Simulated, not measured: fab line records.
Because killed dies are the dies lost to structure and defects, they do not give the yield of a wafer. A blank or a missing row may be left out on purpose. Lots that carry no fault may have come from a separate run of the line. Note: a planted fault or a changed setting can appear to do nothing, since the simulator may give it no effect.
Split-lot trial	flow n5-finfet	route with 1938 steps; 7 lots, 39 wafers read

== SPLIT DETAILS ==
At N5_BEOL_M0_SAQP_DEVELOP_13 (develop time 30 s), the setting develop-time-s was moved away from the recipe's 30 s on 18 of the 39 wafers read, by -41.8% to +18.3%. For the rest of the wafers, this setting stayed at what the recipe calls for.

Split to reading: the file shows no intervening step.

== THE READING ==
Shown in nm: cd-nm at N5_BEOL_M0_SAQP_CD_MEAS_14, with target cd 42.5 nm. On this fab line, fault-free wafers typically give 42.5 nm with a standard deviation of 0.35 nm.

wafer	tool, chamber at the split	develop-time-s as run, s	against the recipe	cd-nm, nm	against lot-mates on the recipe
L077.1	litho-track-02, 0	17.47	-41.8%	43.7	+1.2
L077.2	litho-track-02, 0	17.47	-41.8%	43.9	+1.4
L077.3	litho-track-02, 0	30	recipe	42.7	-
L077.4	litho-track-02, 0	17.47	-41.8%	43.9	+1.4
L077.5	litho-track-02, 0	30	recipe	42.4	-
L077.6	litho-track-02, 0	30	recipe	42.4	-
L082.1	litho-track-05, 0	23.71	-21.0%	43.6	+0.8
L082.2	litho-track-05, 0	30	recipe	42.8	-
L082.3	litho-track-05, 0	30	recipe	42.8	-
L082.4	litho-track-05, 0	23.71	-21.0%	43.1	+0.3
L082.5	litho-track-05, 0	30	recipe	42.8	-
L082.6	litho-track-05, 0	23.71	-21.0%	43.2	+0.4
L087.1	litho-track-02, 0	21.68	-27.7%	43.2	+0.7
L087.2	litho-track-02, 0	30	recipe	42.2	-
L087.3	litho-track-02, 0	30	recipe	42.3	-
L087.4	litho-track-02, 0	21.68	-27.7%	43.1	+0.6
L087.5	litho-track-02, 0	21.68	-27.7%	43.4	+0.9
L087.6	litho-track-02, 0	30	recipe	42.9	-
L088.1	litho-track-02, 0	30	recipe	42.2	-
L088.2	litho-track-02, 0	25.28	-15.7%	42.9	+0.4
L088.3	litho-track-02, 0	30	recipe	42.2	-
L088.4	litho-track-02, 0	30	recipe	43.0	-
L088.5	litho-track-02, 0	25.28	-15.7%	43.0	+0.5
L088.6	litho-track-02, 0	25.28	-15.7%	42.7	+0.2
L089.1	litho-track-04, 0	30	recipe	42.6	-
L089.2	litho-track-04, 0	30	recipe	42.6	-
L089.4	litho-track-04, 0	30	recipe	42.9	-
L090.1	litho-track-05, 0	30	recipe	42.6	-
L090.2	litho-track-05, 0	19.13	-36.2%	43.1	+0.6
L090.3	litho-track-05, 0	19.13	-36.2%	43.2	+0.7
L090.4	litho-track-05, 0	19.13	-36.2%	43.5	+1.0
L090.5	litho-track-05, 0	30	recipe	42.6	-
L090.6	litho-track-05, 0	30	recipe	42.2	-
L092.1	litho-track-05, 0	30	recipe	42.6	-
L092.2	litho-track-05, 0	35.49	+18.3%	42.2	-0.5
L092.3	litho-track-05, 0	35.49	+18.3%	42.9	+0.2
L092.4	litho-track-05, 0	35.49	+18.3%	42.6	-0.1
L092.5	litho-track-05, 0	30	recipe	42.6	-
L092.6	litho-track-05, 0	30	recipe	42.8	-

THE FIT
A straight line over all 39 wafers: cd-nm changes by -0.0221 nm for each +1% of develop-time-s; r = -0.81; the points scatter about the line by 0.27 nm.
The same after taking each lot's own level away (the mean of its wafers on the recipe; 39 wafers): -0.0244 nm for each +1%; r = -0.87; scatter 0.24 nm.
That fit puts the effect of the largest move of develop-time-s on the reading at 1 nm.
Across the lots, their own levels run from 42.47 to 42.80 nm, a range of 1.0 times the standard deviation given above.
So the lot-to-lot level changes the slope little: the two slopes agree.
Check: for one of the wafers moved furthest among these (-41.8%), held out of the fit, the line's prediction against its lot-mates is +1.05 nm. Against them it came out at +1.2 nm.

== OTHER SPLITS APPLIED TO THESE WAFERS ==
These wafers also went through other splits before the reading. Each is held against what the fit with the lots' levels taken away leaves over:
other split on the same wafers	wafers away from the commonest value	r with cd-nm (lot level and that fit taken away)
N5_FIN_SAQP_ALD_61 ald-cycles	12	-0.23
N5_MOL_CONTACT_COAG_ALD_27 ald-cycles	15	-0.08

== FILE'S OWN FIT ==
cd-nm changes by -0.026 nm for each +1% of develop-time-s, r = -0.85.
